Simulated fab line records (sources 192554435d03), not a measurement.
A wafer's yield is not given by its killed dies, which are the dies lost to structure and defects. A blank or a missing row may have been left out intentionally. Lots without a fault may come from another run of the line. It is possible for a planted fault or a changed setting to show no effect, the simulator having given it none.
fab line records	flow n5Finfet
record lots=24	wafers=72	lastDay=21
route steps=1938 shown WELL_APT@56 PMOS_HMC_CHANNEL_EPI@57 FIN_SAQP@124
lots untouched by any fault: they come from a run of this same line in which no faults occurred
startH: the number of hours between the record's first day and the start of the first shown wafer of the lot	waitH: time in hours since the lot's previous step	" repeats the value in the row above	L1.1+2: several wafers, shown together as one row	- no value, or no start was given	* or withheld: withheld	< > ~ a bound
route shown NAME@n: a module of which the file shows steps, and the number in the route of the first	usual: mean/standard deviation taken from wafers without a fault	same: alike in all rows	chamber/n: place in a boat	sites: the reading at each site	_std_site: standard deviation across them	_edge_site: the outer-site mean with the inner-site mean subtracted	radiusMm: for every site, how far away it sits from the centre of the wafer	mask NAME#n: copy n	behind: the tool/chamber that last shaped the wafer	hold: the reason the lot was held/the length of the hold in hours/how it ended	device: the n, p or np transistor that did not switch	end of line: tests of these same wafers at the route's end	for a step that has no rows: nothing shown but its recipe	killed: the dies lost at the first sort to structure and to defects; this is not the yield of the wafer	map: shows each die of a wafer: x if killed, . if not, _ if none is there
set.NAME: the setting the step ran with; set.NAME@STEP: the setting that earlier step ran with	model.NAME: the simulator's own value behind a step, which no gauge read
a sample of lots followed through the steps of the route, with each step as a table and each wafer as a row
services: the hour from which a tool's chamber was out of use, counted from the record's first day as startH (under 0 if before that day), plus the number of hours and why
## steps
# step N5_WELL_APT_INSPECT_38
# recipe inspectInstrument=darkfield	mode=postEpi
# usual rawDefectCount=14/4.9
lot.wafer	tool	chamber	startH	waitH	rawDefectCount
L074.3	defectInspect-01	-	17.00	0.3	14
L074.4	"	-	"	"	19
L074.5	"	-	"	"	10
L075.1	defectInspect-01	-	22.88	0.5	18
L075.4	"	-	"	"	14
L075.5	"	-	"	"	19
L076.2	defectInspect-02	-	28.75	0.4	3
L076.5	"	-	"	"	12
L076.6	"	-	"	"	5
L077.2	defectInspect-02	-	34.65	0.4	11
L077.3	"	-	"	"	10
L077.6	"	-	"	"	8
L078.1	defectInspect-02	-	41.03	0.5	10
L078.4	"	-	"	"	18
L078.6	"	-	"	"	13
L079.2	defectInspect-01	-	46.79	0.4	29
L079.3	"	-	"	"	17
L079.4	"	-	"	"	25
L080.2	defectInspect-01	-	52.73	0.4	18
L080.4	"	-	"	"	17
L080.5	"	-	"	"	12
L081.1	defectInspect-01	-	59.03	0.5	8
L081.2	"	-	"	"	10
L081.6	"	-	"	"	7
L082.1	defectInspect-01	-	65.04	0.5	15
L082.3	"	-	"	"	24
L082.6	"	-	"	"	13
L083.1	defectInspect-01	-	71.06	0.5	10
L083.2	"	-	"	"	15
L083.5	"	-	"	"	10
L084.1	defectInspect-01	-	77.18	0.5	14
L084.3	"	-	"	"	12
L084.5	"	-	"	"	10
L085.2	defectInspect-01	-	83.17	0.4	17
L085.3	"	-	"	"	11
L085.6	"	-	"	"	17
L086.3	defectInspect-02	-	88.57	0.3	9
L086.5	"	-	"	"	15
L086.6	"	-	"	"	19
L087.1	defectInspect-02	-	94.80	0.5	22
L087.2	"	-	"	"	27
L087.6	"	-	"	"	23
L088.1	defectInspect-02	-	100.77	0.5	14
L088.5	"	-	"	"	18
L088.6	"	-	"	"	22
L089.1	defectInspect-01	-	107.26	0.5	12
L089.2	"	-	"	"	14
L089.5	"	-	"	"	14
L090.2	defectInspect-02	-	113.67	0.6	6
L090.3	"	-	"	"	11
L090.6	"	-	"	"	16
L091.3	defectInspect-01	-	119.22	0.3	11
L091.4	"	-	"	"	20
L091.6	"	-	"	"	17
L092.3	defectInspect-01	-	125.15	0.3	11
L092.5	"	-	"	"	10
L092.6	"	-	"	"	7
L093.1	defectInspect-02	-	131.08	0.5	14
L093.3	"	-	"	"	7
L093.6	"	-	"	"	13
L094.1	defectInspect-01	-	137.19	0.5	12
L094.3	"	-	"	"	13
L094.4	"	-	"	"	19
L095.1	defectInspect-01	-	143.58	0.6	8
L095.3	"	-	"	"	17
L095.6	"	-	"	"	9
L096.1	defectInspect-02	-	149.30	0.5	27
L096.5	"	-	"	"	15
L096.6	"	-	"	"	4
L097.2	defectInspect-01	-	154.73	0.4	24
L097.3	"	-	"	"	15
L097.6	"	-	"	"	14
# step N5_PMOS_HMC_CHANNEL_EPI_HM_DEP_34
# recipe material=SiO2	targetThkA=360	tempC=400	precursor=TEOS/O2	pressureTorr=6.5	rfW=900	teosFlowSccm=161.4	gas=O2	flowSccm=2650	timeS=6.9
# usual heaterPowerW=580/130	showerheadPlenumPTorr=8.34/0.039	throttleValvePct=18.8/0.77
# same timeS=6.9
lot.wafer	tool	chamber	startH	waitH	heaterPowerW	showerheadPlenumPTorr	throttleValvePct
L074.3	pecvd-03	0	17.03	0.0	405	8.34	18.7
L074.4	"	1	"	"	433	8.32	19.8
L074.5	"	2	"	"	659	8.40	17.1
L075.1	pecvd-02	0	22.92	0.0	524	8.37	19.1
L075.4	"	1	"	"	663	8.32	19.3
L075.5	"	0	"	"	509	8.36	19.0
L076.2	pecvd-03	0	28.79	0.0	424	8.31	18.7
L076.5	"	1	"	"	437	8.33	19.6
L076.6	"	2	"	"	675	8.41	17.3
L077.2	pecvd-02	2	34.69	0.0	583	8.37	17.7
L077.3	"	1	"	"	623	8.31	19.6
L077.6	"	0	"	"	583	8.35	19.4
L078.1	pecvd-04	1	41.06	0.0	664	8.30	19.9
L078.4	"	0	"	"	833	8.31	18.4
L078.6	"	1	"	"	664	8.28	19.8
L079.2	pecvd-02	0	46.82	0.0	514	8.37	18.9
L079.3	"	2	"	"	559	8.36	18.0
L079.4	"	1	"	"	631	8.34	19.4
L080.2	pecvd-04	1	52.77	0.0	574	8.28	19.9
L080.4	"	0	"	"	826	8.33	18.4
L080.5	"	1	"	"	578	8.27	19.7
L081.1	pecvd-03	2	59.07	0.0	530	8.41	17.4
L081.2	"	0	"	"	358	8.31	18.9
L081.6	"	0	"	"	357	8.35	18.9
L082.1	pecvd-03	0	65.07	0.0	417	8.33	19.0
L082.3	"	2	"	"	636	8.41	17.5
L082.6	"	1	"	"	446	8.33	19.6
L083.1	pecvd-03	1	71.09	0.0	435	8.34	19.5
L083.2	"	0	"	"	368	8.34	18.8
L083.5	"	0	"	"	362	8.32	18.8
L084.1	pecvd-03	2	77.21	0.0	564	8.42	17.4
L084.3	"	0	"	"	321	8.35	19.2
L084.5	"	2	"	"	558	8.43	17.4
L085.2	pecvd-03	2	83.21	0.0	589	8.41	17.9
L085.3	"	1	"	"	405	8.33	19.8
L085.6	"	0	"	"	334	8.32	18.7
L086.3	pecvd-03	1	88.61	0.0	373	8.33	19.7
L086.5	"	2	"	"	584	8.42	17.4
L086.6	"	0	"	"	415	8.34	18.8
L087.1	pecvd-04	0	94.84	0.0	822	8.32	18.5
L087.2	"	1	"	"	656	8.29	19.5
L087.6	"	1	"	"	627	8.28	19.5
L088.1	pecvd-02	0	100.81	0.0	653	8.35	19.1
L088.5	"	0	"	"	654	8.35	19.2
L088.6	"	1	"	"	625	8.28	19.5
L089.1	pecvd-02	2	107.30	0.0	573	8.39	18.1
L089.2	"	1	"	"	677	8.31	19.3
L089.5	"	0	"	"	579	8.34	19.0
L090.2	pecvd-03	1	113.71	0.0	419	8.33	19.8
L090.3	"	2	"	"	656	8.42	17.5
L090.6	"	1	"	"	414	8.33	19.8
L091.3	pecvd-04	2	119.26	0.0	704	8.35	18.6
L091.4	"	0	"	"	706	8.31	18.6
L091.6	"	1	"	"	576	8.31	19.9
L092.3	pecvd-04	0	125.18	0.0	866	8.31	18.4
L092.5	"	0	"	"	860	8.32	18.7
L092.6	"	1	"	"	618	8.27	19.6
L093.1	pecvd-03	0	131.12	0.0	371	8.32	19.4
L093.3	"	2	"	"	697	8.41	17.4
L093.6	"	1	"	"	479	8.33	19.6
L094.1	pecvd-02	1	137.22	0.0	594	8.31	19.2
L094.3	"	0	"	"	547	8.35	18.9
L094.4	"	1	"	"	600	8.32	19.2
L095.1	pecvd-04	2	143.62	0.0	724	8.35	18.7
L095.3	"	1	"	"	642	8.28	19.5
L095.6	"	1	"	"	643	8.30	19.8
L096.1	pecvd-02	2	149.33	0.0	571	8.37	18.1
L096.5	"	0	"	"	620	8.36	18.9
L096.6	"	1	"	"	659	8.31	19.3
L097.2	pecvd-04	2	154.76	0.0	695	8.36	18.7
L097.3	"	0	"	"	839	8.32	19.0
L097.6	"	1	"	"	573	8.26	19.4
# step N5_PMOS_HMC_CHANNEL_EPI_INSPECT_11
# recipe mode=adi	inspectInstrument=macro
# usual rawDefectCount=2.2/1.5
lot.wafer	tool	chamber	startH	waitH	rawDefectCount
L074.3	defectInspect-02	-	17.49	0.0	6
L074.4	"	-	"	"	2
L074.5	"	-	"	"	2
L075.1	defectInspect-02	-	23.38	0.0	3
L075.4	"	-	"	"	2
L075.5	"	-	"	"	1
L076.2	defectInspect-01	-	29.12	0.0	1
L076.5	"	-	"	"	1
L076.6	"	-	"	"	2
L077.2	defectInspect-02	-	35.15	0.0	5
L077.3	"	-	"	"	5
L077.6	"	-	"	"	2
L078.1	defectInspect-01	-	41.52	0.0	4
L078.4	"	-	"	"	2
L078.6	"	-	"	"	5
L079.2	defectInspect-02	-	47.28	0.0	2
L079.3	"	-	"	"	2
L079.4	"	-	"	"	2
L080.2	defectInspect-02	-	53.22	0.0	0
L080.4	"	-	"	"	0
L080.5	"	-	"	"	6
L081.1	defectInspect-02	-	59.52	0.0	1
L081.2	"	-	"	"	2
L081.6	"	-	"	"	3
L082.1	defectInspect-02	-	65.53	0.0	2
L082.3	"	-	"	"	5
L082.6	"	-	"	"	3
L083.1	defectInspect-01	-	71.55	0.0	1
L083.2	"	-	"	"	2
L083.5	"	-	"	"	3
L084.1	defectInspect-02	-	77.55	0.0	5
L084.3	"	-	"	"	2
L084.5	"	-	"	"	3
L085.2	defectInspect-01	-	83.54	0.0	3
L085.3	"	-	"	"	4
L085.6	"	-	"	"	4
L086.3	defectInspect-02	-	89.07	0.0	2
L086.5	"	-	"	"	3
L086.6	"	-	"	"	2
L087.1	defectInspect-02	-	95.17	0.0	1
L087.2	"	-	"	"	1
L087.6	"	-	"	"	4
L088.1	defectInspect-01	-	101.27	0.0	1
L088.5	"	-	"	"	1
L088.6	"	-	"	"	1
L089.1	defectInspect-01	-	107.76	0.0	0
L089.2	"	-	"	"	2
L089.5	"	-	"	"	4
L090.2	defectInspect-02	-	114.18	0.0	3
L090.3	"	-	"	"	4
L090.6	"	-	"	"	4
L091.3	defectInspect-01	-	119.72	0.0	1
L091.4	"	-	"	"	3
L091.6	"	-	"	"	3
L092.3	defectInspect-01	-	125.52	0.0	1
L092.5	"	-	"	"	1
L092.6	"	-	"	"	1
L093.1	defectInspect-02	-	131.45	0.0	2
L093.3	"	-	"	"	1
L093.6	"	-	"	"	3
L094.1	defectInspect-02	-	137.56	0.0	1
L094.3	"	-	"	"	0
L094.4	"	-	"	"	1
L095.1	defectInspect-01	-	143.95	0.0	0
L095.3	"	-	"	"	2
L095.6	"	-	"	"	1
L096.1	defectInspect-01	-	149.79	0.0	1
L096.5	"	-	"	"	1
L096.6	"	-	"	"	5
L097.2	defectInspect-02	-	155.11	0.0	1
L097.3	"	-	"	"	3
L097.6	"	-	"	"	1
# step N5_PMOS_HMC_CHANNEL_EPI_ETCH_38
# recipe chemistry=CF4	target=SiO2	targetDepthA=15	ionEnergyEv=350	pressureMtorr=10	icpW=800	biasW=400	cf4FlowSccm=80
# usual drypumpMotorCurrentA=5.8/0.4	oesProductAu=0.999/0.028	throttleValvePct=21.69/0.28
lot.wafer	tool	chamber	startH	waitH	drypumpMotorCurrentA	oesProductAu	rfHoursCounterH	throttleValvePct
L074.3	rieSi-06	2	17.96	0.0	6.1	0.961	5	21.52
L074.4	"	0	"	"	6.0	0.953	175	21.59
L074.5	"	3	"	"	5.7	0.994	-	21.64
L075.1	rieSi-04	2	23.85	0.0	5.9	1.028	17	22.35
L075.4	"	3	"	"	6.2	1.057	96	21.48
L075.5	"	2	"	"	5.9	1.022	-	22.33
L076.2	rieSi-06	2	29.59	0.0	6.1	0.957	6	21.53
L076.5	"	2	"	"	6.1	0.968	-	21.52
L076.6	"	1	"	"	6.0	0.970	-	21.43
L077.2	rieSi-04	3	35.62	0.0	6.2	1.051	96	21.48
L077.3	"	0	"	"	6.2	1.014	4	21.69
L077.6	"	1	"	"	5.0	0.981	-	21.70
L078.1	rieSi-06	1	41.99	0.0	6.0	0.970	3	21.46
L078.4	"	3	"	"	5.7	1.005	184	21.65
L078.6	"	0	"	"	6.0	0.964	-	21.59
L079.2	rieSi-05	1	47.75	0.0	5.8	1.037	12	21.43
L079.3	"	0	"	"	6.3	1.021	73	21.59
L079.4	"	2	"	"	5.1	0.975	131	22.28
L080.2	rieSi-06	0	53.69	0.0	6.0	0.963	176	21.60
L080.4	"	2	"	"	6.1	0.971	6	21.51
L080.5	"	1	"	"	6.0	0.973	-	21.43
L081.1	rieSi-04	0	59.99	0.0	6.1	1.015	5	21.69
L081.2	"	1	"	"	5.0	0.989	106	21.71
L081.6	"	0	"	"	6.2	1.010	-	21.69
L082.1	rieSi-06	0	66.00	0.0	6.1	0.955	176	21.60
L082.3	"	2	"	"	6.2	0.958	6	21.51
L082.6	"	1	"	"	6.0	0.961	-	21.43
L083.1	rieSi-04	0	72.27	0.0	6.2	1.011	5	21.68
L083.2	"	1	"	"	5.0	0.982	106	21.70
L083.5	"	0	"	"	6.1	1.014	-	21.70
L084.1	rieSi-05	1	78.12	0.0	5.7	1.032	12	21.42
L084.3	"	0	"	"	6.3	1.001	74	21.58
L084.5	"	3	"	"	5.6	1.017	-	21.74
L085.2	rieSi-05	3	84.01	0.0	5.6	1.012	176	21.73
L085.3	"	0	"	"	6.3	0.995	74	21.59
L085.6	"	1	"	"	5.7	1.028	-	21.44
L086.3	rieSi-05	3	89.54	0.0	5.6	1.012	176	21.75
L086.5	"	3	"	"	5.6	1.024	-	21.75
L086.6	"	0	"	"	6.3	1.002	-	21.58
L087.1	rieSi-05	0	95.64	0.0	6.3	1.003	74	21.58
L087.2	"	1	"	"	5.7	1.024	13	21.41
L087.6	"	1	"	"	5.7	1.022	-	21.42
L088.1	rieSi-04	0	101.81	0.0	6.2	1.010	6	21.70
L088.5	"	1	"	"	5.0	0.979	-	21.70
L088.6	"	0	"	"	6.2	1.012	-	21.69
L089.1	rieSi-06	3	108.23	0.0	5.7	1.000	185	21.65
L089.2	"	1	"	"	6.0	0.956	4	21.43
L089.5	"	2	"	"	6.1	0.974	-	21.53
L090.2	rieSi-05	0	114.67	0.0	6.3	1.003	74	21.60
L090.3	"	3	"	"	5.6	1.028	176	21.74
L090.6	"	3	"	"	5.6	1.025	-	21.75
L091.3	rieSi-05	2	120.18	0.0	5.1	0.975	132	22.29
L091.4	"	0	"	"	6.3	1.017	74	21.60
L091.6	"	1	"	"	5.7	1.044	-	21.43
L092.3	rieSi-05	2	125.99	0.0	5.1	0.970	132	22.30
L092.5	"	0	"	"	6.3	1.006	-	21.60
L092.6	"	1	"	"	5.8	1.022	-	21.43
L093.1	rieSi-05	2	131.92	0.0	5.1	0.965	132	22.27
L093.3	"	3	"	"	5.6	1.013	177	21.74
L093.6	"	2	"	"	5.1	0.970	-	22.29
L094.1	rieSi-04	0	138.03	0.0	6.2	1.004	7	21.70
L094.3	"	3	"	"	6.2	1.034	98	21.49
L094.4	"	2	"	"	5.9	1.021	18	22.34
L095.1	rieSi-04	2	144.42	0.0	5.9	1.022	18	22.34
L095.3	"	1	"	"	5.1	0.980	107	21.72
L095.6	"	1	"	"	5.0	0.979	-	21.70
L096.1	rieSi-06	3	150.37	0.0	5.7	0.986	186	21.64
L096.5	"	2	"	"	6.1	0.968	-	21.51
L096.6	"	3	"	"	5.7	0.984	-	21.66
L097.2	rieSi-04	3	155.70	0.0	6.2	1.045	99	21.49
L097.3	"	0	"	"	6.2	1.003	7	21.68
L097.6	"	3	"	"	6.2	1.047	-	21.49
# step N5_FIN_SAQP_RECESS_75
# recipe chemistry=HF/NH3	target=SiO2	targetDepthA=144	afsCycles=3	tempC=30	sublimationTempC=180	sublimationTimeS=60
# usual drypumpMotorCurrentA=5.7/0.45
lot.wafer	tool	chamber	startH	waitH	drypumpMotorCurrentA
L074.3	vaporEtch-02	1	23.79	0.1	5.1
L074.4	"	0	"	"	6.2
L074.5	"	0	"	"	6.2
L075.1	vaporEtch-01	1	28.41	0.1	6.1
L075.4	"	0	"	"	5.4
L075.5	"	0	"	"	5.4
L076.2	vaporEtch-01	0	34.54	0.0	5.4
L076.5	"	1	"	"	6.2
L076.6	"	0	"	"	5.4
L077.2	vaporEtch-02	1	40.13	0.0	5.1
L077.3	"	1	"	"	5.2
L077.6	"	0	"	"	6.2
L078.1	vaporEtch-02	1	46.66	0.0	5.1
L078.4	"	0	"	"	6.1
L078.6	"	0	"	"	6.2
L079.2	vaporEtch-02	1	52.36	0.3	5.2
L079.3	"	0	"	"	6.2
L079.4	"	1	"	"	5.2
L080.2	vaporEtch-01	0	58.58	0.0	5.4
L080.4	"	0	"	"	5.4
L080.5	"	0	"	"	5.4
L081.1	vaporEtch-01	1	65.19	0.0	6.1
L081.2	"	0	"	"	5.4
L081.6	"	0	"	"	5.4
L082.1	vaporEtch-02	1	71.04	0.0	5.2
L082.3	"	0	"	"	6.1
L082.6	"	0	"	"	6.1
L083.1	vaporEtch-02	1	77.74	0.2	5.2
L083.2	"	0	"	"	6.1
L083.5	"	0	"	"	6.1
L084.1	vaporEtch-02	0	84.04	0.0	6.2
L084.3	"	0	"	"	6.2
L084.5	"	1	"	"	5.2
L085.2	vaporEtch-02	0	89.05	0.0	6.2
L085.3	"	1	"	"	5.2
L085.6	"	0	"	"	6.1
L086.3	vaporEtch-01	1	97.58	0.1	6.1
L086.5	"	0	"	"	5.4
L086.6	"	1	"	"	6.2
L087.1	vaporEtch-02	0	103.36	0.0	6.2
L087.2	"	1	"	"	5.2
L087.6	"	1	"	"	5.2
L088.1	vaporEtch-02	1	106.36	0.0	5.2
L088.5	"	0	"	"	6.2
L088.6	"	1	"	"	5.1
L089.1	vaporEtch-02	0	113.07	0.0	6.1
L089.2	"	1	"	"	5.2
L089.5	"	0	"	"	6.1
L090.2	vaporEtch-01	1	119.10	0.0	6.2
L090.3	"	1	"	"	6.2
L090.6	"	0	"	"	5.4
L091.3	vaporEtch-01	1	124.89	0.1	6.1
L091.4	"	0	"	"	5.4
L091.6	"	1	"	"	6.1
L092.3	vaporEtch-01	1	130.82	0.1	6.2
L092.5	"	1	"	"	6.2
L092.6	"	0	"	"	5.4
L093.1	vaporEtch-01	1	136.41	0.0	6.1
L093.3	"	0	"	"	5.4
L093.6	"	1	"	"	6.1
L094.1	vaporEtch-02	1	143.28	0.6	5.2
L094.3	"	1	"	"	5.2
L094.4	"	0	"	"	6.2
L095.1	vaporEtch-02	1	149.48	0.0	5.2
L095.3	"	1	"	"	5.2
L095.6	"	1	"	"	5.2
L096.1	vaporEtch-01	1	155.25	0.0	6.2
L096.5	"	0	"	"	5.4
L096.6	"	1	"	"	6.1
L097.2	vaporEtch-02	0	160.71	0.0	6.1
L097.3	"	0	"	"	6.1
L097.6	"	0	"	"	6.1
# step N5_FIN_SAQP_ETCH_57
# recipe chemistry=CH3F/O2	target=SiNx	maskMaterial=SiO2	targetDepthA=325	timeS=46.4	pressureMtorr=30	sourceW=395	biasW=73	Ar_flow_sccm=150	CH3F_flow_sccm=30	O2_flow_sccm=20	ionEnergyEv=120	ends=cleared
# usual drypumpMotorCurrentA=5.9/0.41	etchRfOnTimeS=46.1/1.2	oesProductAu=0.67/0.071	rfVppV=299/8.7	showerheadPlenumPTorr=2.02/0.075	throttleValvePct=16.26/0.21
lot.wafer	tool	chamber	startH	waitH	drypumpMotorCurrentA	etchRfOnTimeS	oesProductAu	rfHoursCounterH	rfVppV	showerheadPlenumPTorr	throttleValvePct
L074.3	rieDiel-01	0	26.11	0.0	6.2	47.3	0.75	29	295	2.15	16.22
L074.4	"	2	"	"	5.6	45.9	0.66	-	305	2.01	16.13
L074.5	"	3	"	"	6.4	46.6	0.66	-	304	2.00	16.01
L075.1	rieDiel-01	3	29.91	0.0	6.4	46.4	0.67	123	303	2.00	15.99
L075.4	"	1	"	"	5.9	45.3	0.61	188	302	1.97	16.45
L075.5	"	1	"	"	5.9	44.3	0.61	-	302	1.97	16.44
L076.2	rieDiel-01	3	35.98	0.0	6.5	46.2	0.66	125	304	2.00	15.99
L076.5	"	3	"	"	6.4	47.4	0.66	-	304	2.00	16.01
L076.6	"	2	"	"	5.5	44.9	0.67	-	303	2.01	16.13
L077.2	rieDiel-05	0	41.52	0.0	5.7	44.2	0.78	19	289	2.13	15.95
L077.3	"	1	"	"	6.2	45.5	0.59	235	309	1.89	16.69
L077.6	"	3	"	"	6.7	45.1	0.62	-	292	1.90	16.53
L078.1	rieDiel-04	3	48.00	0.0	5.6	44.0	0.63	206	305	2.05	16.34
L078.4	"	0	"	"	5.1	46.9	0.60	-	280	1.96	16.45
L078.6	"	3	"	"	5.6	44.9	0.63	-	304	2.05	16.33
L079.2	rieDiel-05	1	53.71	0.0	6.2	47.4	0.59	237	310	1.89	16.67
L079.3	"	2	"	"	5.8	46.1	0.82	4	299	2.03	15.96
L079.4	"	3	"	"	6.7	45.6	0.62	241	294	1.90	16.52
L080.2	rieDiel-01	0	59.96	0.1	6.2	46.7	0.74	38	294	2.14	16.25
L080.4	"	3	"	"	6.4	46.7	0.65	132	302	2.00	16.03
L080.5	"	0	"	"	6.2	47.1	0.74	-	294	2.14	16.23
L081.1	rieDiel-05	3	66.60	0.1	6.7	46.0	0.61	245	294	1.90	16.53
L081.2	"	1	"	"	6.2	46.4	0.58	242	311	1.89	16.69
L081.6	"	1	"	"	6.2	47.2	0.58	-	309	1.89	16.69
L082.1	rieDiel-05	3	74.28	0.3	6.7	44.4	0.62	246	292	1.90	16.53
L082.3	"	0	"	"	5.7	44.6	0.76	26	290	2.13	15.99
L082.6	"	2	"	"	5.8	48.1	0.79	-	299	2.03	16.00
L083.1	rieDiel-04	0	79.09	0.0	5.1	47.0	0.59	210	280	1.96	16.48
L083.2	"	3	"	"	5.6	45.3	0.62	212	305	2.05	16.34
L083.5	"	0	"	"	5.1	48.3	0.59	-	280	1.96	16.48
L084.1	rieDiel-05	3	86.65	0.0	6.7	45.0	0.61	249	294	1.90	16.54
L084.3	"	2	"	"	5.8	48.3	0.79	14	299	2.03	16.00
L084.5	"	0	"	"	5.7	45.6	0.74	-	289	2.13	15.98
L085.2	rieDiel-01	3	93.47	0.0	6.4	47.6	0.64	141	302	1.99	16.05
L085.3	"	1	"	"	5.9	45.6	0.59	205	300	1.97	16.47
L085.6	"	1	"	"	5.9	45.9	0.60	-	302	1.96	16.47
L086.3	rieDiel-04	3	101.80	0.0	5.7	44.3	0.63	216	306	2.05	16.36
L086.5	"	2	"	"	5.7	46.4	0.72	-	314	2.02	16.08
L086.6	"	1	"	"	6.3	47.9	0.81	-	288	2.06	16.29
L087.1	rieDiel-04	3	104.71	0.0	5.7	43.6	0.63	218	305	2.05	16.36
L087.2	"	1	"	"	6.3	43.6	0.81	12	289	2.06	16.31
L087.6	"	2	"	"	5.7	45.9	0.71	-	314	2.02	16.11
L088.1	rieDiel-05	1	107.71	0.0	6.2	45.8	0.58	249	309	1.88	16.69
L088.5	"	1	"	"	6.2	46.5	0.58	-	310	1.88	16.69
L088.6	"	0	"	"	5.7	46.8	0.73	-	289	2.13	15.97
L089.1	rieDiel-04	0	114.84	0.3	5.1	47.5	0.59	219	279	1.95	16.49
L089.2	"	3	"	"	5.6	44.8	0.62	221	305	2.05	16.37
L089.5	"	0	"	"	5.1	49.0	0.58	-	280	1.95	16.50
L090.2	rieDiel-04	0	120.65	0.2	5.1	47.3	0.58	221	280	1.95	16.50
L090.3	"	2	"	"	5.7	44.4	0.70	76	311	2.02	16.12
L090.6	"	3	"	"	5.7	44.1	0.61	-	305	2.05	16.39
L091.3	rieDiel-01	3	126.12	0.0	6.4	47.2	0.64	148	302	1.99	16.02
L091.4	"	0	"	"	6.2	47.7	0.73	53	294	2.14	16.26
L091.6	"	0	"	"	6.2	47.3	0.73	-	294	2.14	16.25
L092.3	rieDiel-01	1	132.04	0.0	6.0	44.7	0.60	213	301	1.96	16.50
L092.5	"	2	"	"	5.5	44.6	0.65	-	305	2.00	16.20
L092.6	"	3	"	"	6.4	47.2	0.64	-	304	1.99	16.03
L093.1	rieDiel-04	0	137.76	0.0	5.1	46.8	0.59	226	280	1.95	16.53
L093.3	"	1	"	"	6.3	45.9	0.79	22	288	2.06	16.33
L093.6	"	1	"	"	6.3	46.3	0.79	-	288	2.05	16.32
L094.1	rieDiel-01	0	144.71	0.0	6.2	47.1	0.71	60	293	2.14	16.27
L094.3	"	1	"	"	5.9	46.1	0.59	217	300	1.96	16.50
L094.4	"	2	"	"	5.5	46.1	0.64	159	305	2.00	16.21
L095.1	rieDiel-01	1	150.95	0.0	5.9	44.6	0.60	220	301	1.96	16.51
L095.3	"	3	"	"	6.4	47.1	0.64	157	303	1.99	16.04
L095.6	"	2	"	"	5.5	46.0	0.64	-	303	2.00	16.21
L096.1	rieDiel-01	3	156.92	0.2	6.4	46.7	0.64	159	302	1.99	16.05
L096.5	"	2	"	"	5.5	46.8	0.64	-	305	2.00	16.20
L096.6	"	3	"	"	6.4	46.5	0.64	-	303	1.99	16.06
L097.2	rieDiel-01	1	162.46	0.1	5.9	44.4	0.58	224	302	1.96	16.49
L097.3	"	2	"	"	5.5	45.2	0.64	166	305	2.00	16.22
L097.6	"	1	"	"	5.9	45.9	0.59	-	301	1.96	16.52
## services
tool	chamber	startH	hours	kind
rieDiel-01	2	-0.06	8.4	repair
pecvd-02	1	0.82	10.9	repair
rieDiel-05	-	1.98	0.2	repair
rieSi-04	3	9.00	4.7	repair
rieDiel-01	1	10.07	16.5	repair
rieDiel-04	2	16.14	10.4	repair
rieSi-04	-	16.37	2.8	pm
vaporEtch-02	0	17.73	3.6	repair
pecvd-03	-	21.16	2.8	pm
rieSi-04	3	26.07	3.9	repair
rieSi-06	-	26.58	0.3	repair
pecvd-04	-	29.69	2.8	pm
rieSi-04	2	32.60	22.9	repair
rieSi-06	2	54.70	7.7	repair
rieSi-04	3	56.76	5.6	repair
pecvd-02	0	66.44	6.4	repair
pecvd-04	-	69.75	3.1	repair
pecvd-04	0	78.57	8.8	repair
rieDiel-05	-	89.99	15.6	pm
rieSi-04	2	100.54	8.3	repair
pecvd-02	-	101.16	2.3	repair
rieDiel-01	-	109.73	14.6	pm
pecvd-03	1	109.81	2.1	scheduledDown
pecvd-03	1	159.56	3.4	repair
## key
fault none
